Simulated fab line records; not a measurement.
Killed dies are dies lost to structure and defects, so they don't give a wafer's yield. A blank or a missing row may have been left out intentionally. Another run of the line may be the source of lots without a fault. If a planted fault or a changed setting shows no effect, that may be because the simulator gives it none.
fab line records	flow nandHarc
[record] lots = 15	wafers = 43	lastDay = 33
route steps=1302 shown A_ONON_D1@431
lots that met no fault: taken from a fault-free run of the same line
startH: hours from the record's opening day to when the first of the lot's shown wafers began	waitH: how many hours have passed since the lot's step before this one	" identical to the entry in the row above	L1.1+2: a row that stands for several wafers	- no value, or no start given	* or withheld: withheld	< > ~ a bound
route shown NAME@n: names a module that has steps shown in the file, with the first one's number in the route	usual: the fault-free wafers' mean and standard deviation	same: alike in all rows	chamber/n: place in a boat	sites: the reading at each site	_std_site: their standard deviation	_edge_site: inner sites' mean taken away from outer sites' mean	radiusMm: for every site, how far away it sits from the centre of the wafer	mask NAME#n: copy n	behind: tool/chamber where the wafer was last shaped	hold: why the lot went on hold/how many hours it stayed there/how the hold came to an end	device: names the non-switching transistor (n, p or np)	end of line: the tests these same wafers got at the end of their route	a step with no rows: only its recipe	killed: count of dies lost to structure and defects at first sort (not the wafer's yield)	map: a wafer's dies, marking killed ones x, the rest . and places with no die _
set.NAME: the setting that was run; set.NAME@STEP: the one run at that earlier step	model.NAME: the simulator's own value behind a step, which no gauge read
a sample of lots followed through the steps of the route, with each step as a table and each wafer as a row
services: when a tool's chamber went out of use (startH, in hours from the record's first day, below 0 if earlier), for how many hours, and the reason
[[steps]]
[step NHARC_A_ONON_D1_THK_MEAS_11]
[recipe] thkMeasGauge = ellipsometry
[usual] thkNm = 997/9.6
lot.wafer	tool	chamber	startH	waitH	thkNm
L725.1	filmMetro-02	-	176.18	-	1014
L725.5	"	-	"	"	1013
L725.6	"	-	"	"	1015
L726.1	filmMetro-01	-	180.29	-	998
L726.2	"	-	"	"	998
L726.3	"	-	"	"	998
L728.1	filmMetro-02	-	207.70	-	1006
L728.2	"	-	"	"	1008
L728.6	"	-	"	"	1009
L729.1	filmMetro-02	-	224.45	-	996
L729.2	"	-	"	"	997
L729.6	"	-	"	"	998
L731.1	filmMetro-01	-	229.25	-	987
L731.5	"	-	"	"	985
L731.6	"	-	"	"	985
L732.1	filmMetro-02	-	245.19	-	997
L732.4	"	-	"	"	996
L732.5	"	-	"	"	997
L735.1	filmMetro-02	-	271.64	-	996
L735.4	"	-	"	"	996
L735.6	"	-	"	"	996
L736.2	filmMetro-02	-	280.94	-	995
L736.4	"	-	"	"	996
L737.1	filmMetro-02	-	293.31	-	998
L737.2	"	-	"	"	999
L739.3	filmMetro-02	-	308.38	-	999
L739.4	"	-	"	"	999
L739.6	"	-	"	"	1000
L742.2	filmMetro-02	-	336.27	-	990
L742.3	"	-	"	"	989
L742.4	"	-	"	"	991
L743.2	filmMetro-02	-	355.69	-	1001
L743.4	"	-	"	"	1001
L743.6	"	-	"	"	1003
L745.1	filmMetro-02	-	369.05	-	1001
L745.4	"	-	"	"	1000
L745.6	"	-	"	"	1000
L746.1	filmMetro-01	-	388.81	-	987
L746.5	"	-	"	"	988
L746.6	"	-	"	"	987
L747.2	filmMetro-01	-	397.42	-	993
L747.4	"	-	"	"	993
L747.6	"	-	"	"	993
[step NHARC_A_ONON_D1_DEP_25]
[recipe] targetThkA = 10000	n2FlowSccm = 2750	n2oFlowSccm = 2000	nh3FlowSccm = 500	sih4FlowSccm = 210	tempC = 400
lot.wafer	tool	chamber	startH	waitH
L726.1+2+3	pecvdOnon-04	0	189.04	0.1
L725.1+5+6	pecvdOnon-03	0	189.05	0.1
L728.1+2+6	pecvdOnon-03	0	217.22	0.1
L729.1+2+6	pecvdOnon-04	0	235.92	0.1
L731.1+5+6	pecvdOnon-04	0	236.28	0.1
L732.1+4+5	pecvdOnon-03	0	254.98	0.1
L735.1+4+6	pecvdOnon-04	0	281.15	0.1
L736.2+4	pecvdOnon-04	0	290.60	0.1
L737.1+2	pecvdOnon-04	0	304.31	0.1
L739.3+4+6	pecvdOnon-03	0	318.59	0.2
L742.2+3+4	pecvdOnon-02	0	346.04	0.1
L743.2+4+6	pecvdOnon-02	0	365.32	0.1
L745.1+4+6	pecvdOnon-04	0	379.02	0.1
L746.1+5+6	pecvdOnon-04	0	398.39	0.1
L747.2+4+6	pecvdOnon-04	0	408.30	0.1
[step NHARC_A_ONON_D1_THK_MEAS_27]
[recipe] thkMeasGauge = ellipsometry
[usual] thkNm = 997/8.8
lot.wafer	tool	chamber	startH	waitH	thkNm
L726.1	filmMetro-02	-	189.55	-	988
L726.2	"	-	"	"	988
L726.3	"	-	"	"	989
L725.1	filmMetro-01	-	189.56	-	1001
L725.5	"	-	"	"	1001
L725.6	"	-	"	"	998
L728.1	filmMetro-02	-	217.73	-	984
L728.2	"	-	"	"	985
L728.6	"	-	"	"	986
L729.1	filmMetro-02	-	236.43	-	980
L729.2	"	-	"	"	979
L729.6	"	-	"	"	980
L731.1	filmMetro-02	-	236.81	-	1012
L731.5	"	-	"	"	1010
L731.6	"	-	"	"	1011
L732.1	filmMetro-01	-	255.49	-	996
L732.4	"	-	"	"	996
L732.5	"	-	"	"	996
L735.1	filmMetro-02	-	281.66	-	999
L735.4	"	-	"	"	687
L735.6	"	-	"	"	1000
L736.2	filmMetro-02	-	291.04	-	678
L736.4	"	-	"	"	679
L737.1	filmMetro-01	-	304.82	-	986
L737.2	"	-	"	"	674
L739.3	filmMetro-01	-	318.98	-	986
L739.4	"	-	"	"	983
L739.6	"	-	"	"	985
L742.2	filmMetro-01	-	346.49	-	1004
L742.3	"	-	"	"	1004
L742.4	"	-	"	"	1003
L743.2	filmMetro-02	-	365.77	-	1010
L743.4	"	-	"	"	1010
L743.6	"	-	"	"	1009
L745.1	filmMetro-01	-	379.53	-	1000
L745.4	"	-	"	"	1000
L745.6	"	-	"	"	999
L746.1	filmMetro-01	-	398.90	-	997
L746.5	"	-	"	"	998
L746.6	"	-	"	"	998
L747.2	filmMetro-01	-	408.76	-	1000
L747.4	"	-	"	"	999
L747.6	"	-	"	"	999
[step NHARC_A_ONON_D1_INSPECT_32]
[usual] rawDefectCount = 75/29
lot.wafer	tool	chamber	startH	waitH	rawDefectCount
L726.1	defectInspect-02	-	190.67	0.0	51
L726.2	"	-	"	"	32
L726.3	"	-	"	"	48
L725.1	defectInspect-02	-	190.84	0.0	92
L725.5	"	-	"	"	72
L725.6	"	-	"	"	137
L728.1	defectInspect-02	-	218.86	0.0	99
L728.2	"	-	"	"	90
L728.6	"	-	"	"	96
L729.1	defectInspect-01	-	237.54	0.0	60
L729.2	"	-	"	"	40
L729.6	"	-	"	"	63
L731.1	defectInspect-02	-	237.96	0.0	104
L731.5	"	-	"	"	87
L731.6	"	-	"	"	71
L732.1	defectInspect-02	-	256.59	0.0	81
L732.4	"	-	"	"	66
L732.5	"	-	"	"	76
L735.1	defectInspect-01	-	282.77	0.0	68
L735.4	"	-	"	"	36
L735.6	"	-	"	"	49
L736.2	defectInspect-02	-	292.14	0.0	30
L736.4	"	-	"	"	37
L737.1	defectInspect-01	-	305.94	0.0	74
L737.2	"	-	"	"	60
L739.3	defectInspect-02	-	320.08	0.0	80
L739.4	"	-	"	"	76
L739.6	"	-	"	"	71
L742.2	defectInspect-02	-	347.62	0.0	62
L742.3	"	-	"	"	36
L742.4	"	-	"	"	57
L743.2	defectInspect-01	-	366.86	0.0	93
L743.4	"	-	"	"	88
L743.6	"	-	"	"	63
L745.1	defectInspect-02	-	380.64	0.0	69
L745.4	"	-	"	"	57
L745.6	"	-	"	"	81
L746.1	defectInspect-02	-	400.02	0.0	126
L746.5	"	-	"	"	150
L746.6	"	-	"	"	121
L747.2	defectInspect-02	-	410.02	0.0	55
L747.4	"	-	"	"	24
L747.6	"	-	"	"	75
[[services]]
tool	chamber	startH	hours	kind
pecvdOnon-02	-	185.00	13.0	pm
pecvdOnon-03	-	227.00	13.0	pm
pecvdOnon-04	-	311.00	13.0	pm
pecvdOnon-02	-	366.00	13.0	pm
pecvdOnon-03	-	408.00	13.0	pm
[[key]]
[firstSign] step = NHARC_A_ONON_D1_THK_MEAS_27	reading = thkNm	direction = down	sigmas = 36	usual = 997	struck = 679
effect none on later readings
metAt NHARC_A_ONON_D1_DEP_25
struckLots L735,L736,L737
struckWafers L735.4,L736.2,L736.4,L737.2
laterRowsLeftOut L735.4,L736.2,L736.4,L737.2
sortLeftOut L735.4,L736.2,L736.4,L737.2
testerLeftOut L735,L736,L737
notActingAt NHARC_A_ONON_D1_THK_MEAS_11,NHARC_A_ONON_D1_INSPECT_32
onsetBetween 236.28 281.15
[fault] kind = processParameterDrift	tool = pecvdOnon-04	chamber = -	onsetH = 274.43	steps = NHARC_A_ONON_D1_DEP_25	channel = targetThkA	offset = *	shape = step	endH = 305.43	scope = struckWafersOnly	actsIn = *	stated = *
// testerLeftOut: of these lots the tester's yield and bins aren't shown, on N5 and GAA mostly nor the transistor test; their killed dies are dies lost to structure and defects alone, not to doping, threshold or leakage, so they don't give the yield
// sortLeftOut: the simulated sort isn't trusted on such a fault, so these wafers' sort isn't shown, and their yield isn't known
// laterRowsLeftOut: the simulator's readings of these wafers behind a module that went badly wrong aren't trusted and aren't shown, but for the sort
